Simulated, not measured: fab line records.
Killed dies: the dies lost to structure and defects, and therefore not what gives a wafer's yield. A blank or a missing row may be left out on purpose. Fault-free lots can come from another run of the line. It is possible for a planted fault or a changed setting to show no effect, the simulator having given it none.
Which tool did it?	flow nand-harc	Sampling: 7 lots, 21 wafers, 5 of 1302 route steps

WHAT EACH GAUGE READ, for each wafer
NHARC_END_SORT_01.
lot	measured	on	killed-at-array
L762	day 30 09:39	prober-01	98 116 142
L768	day 32 08:39	prober-01	118 107 101

TOOL THAT RAN EACH LOT (tool first, then ch and the chambers of the sampled wafers, then the start)
lot	NHARC_A_STAIRCASE_HM_DEP_459	NHARC_A_BONDPAD_PVD_27	NHARC_A_BONDPAD_ANNEAL_28	NHARC_THIN_TSV_STRIP_62
L749	acl-dep-03 ch 0, day 17 08:28	pvd-sputter-03, day 24 02:16 or earlier	rtp-anneal-02 ch 0, day 24 02:16	plasma-asher-01 ch 0,1, day 24 17:49
L751	acl-dep-02 ch 0, day 17 13:33	pvd-sputter-02, day 24 00:31 or earlier	rtp-anneal-01 ch 0, day 24 00:31	plasma-asher-01 ch 0,1, day 24 16:24
L754	acl-dep-03 ch 0, day 19 11:54	pvd-sputter-02, day 25 21:26 or earlier	rtp-anneal-01 ch 0, day 25 21:26	plasma-asher-02 ch 0,1, day 26 13:29
L755	acl-dep-03 ch 0, day 19 14:22	pvd-sputter-03, day 26 01:13 or earlier	rtp-anneal-02 ch 0, day 26 01:13	plasma-asher-02 ch 0, day 26 19:28
L758	acl-dep-01 ch 0, day 20 20:12	pvd-sputter-01, day 26 22:41 or earlier	rtp-anneal-02 ch 0, day 26 22:41	plasma-asher-02 ch 0,1, day 27 14:34
L762	acl-dep-03 ch 0, day 22 21:28	pvd-sputter-03, day 29 08:15 or earlier	rtp-anneal-01 ch 0, day 29 08:15	plasma-asher-01 ch 0,1, day 29 22:56
L768	acl-dep-03 ch 0, day 24 06:37	pvd-sputter-02, day 31 00:47 or earlier	rtp-anneal-02 ch 0, day 31 00:47	plasma-asher-01 ch 0,1, day 31 16:41
- NHARC_A_STAIRCASE_HM_DEP_459: deposits aC, target thk 1500 nm.
- NHARC_A_BONDPAD_PVD_27: deposits Cu, target thk 30 nm, time 20.49 s.
- NHARC_A_BONDPAD_ANNEAL_28: time 90 s.
- NHARC_THIN_TSV_STRIP_62: strips in N2/H2, time 20 s.

THE ANSWER, worked out from the rows above alone
Rule: usual is defined by the lots themselves. Put in order of their means at a reading, lots are off if they are a third of the lots or fewer, leave a main group of 4 or more, and stand apart from it by a gap of 3 or more times the standard deviation of the main group's means; of several such gaps the widest counts. If all means in a main group match to the digits the tables above print for the reading, that group is not used. Also off: a lot with no number at a reading for which 4 or more lots have one. All remaining lots with rows at the step are treated as sound.
Across all readings shown, no lot is off: no conclusion can be drawn from this.

WHAT HAD BEEN PUT IN BY THE SIMULATOR
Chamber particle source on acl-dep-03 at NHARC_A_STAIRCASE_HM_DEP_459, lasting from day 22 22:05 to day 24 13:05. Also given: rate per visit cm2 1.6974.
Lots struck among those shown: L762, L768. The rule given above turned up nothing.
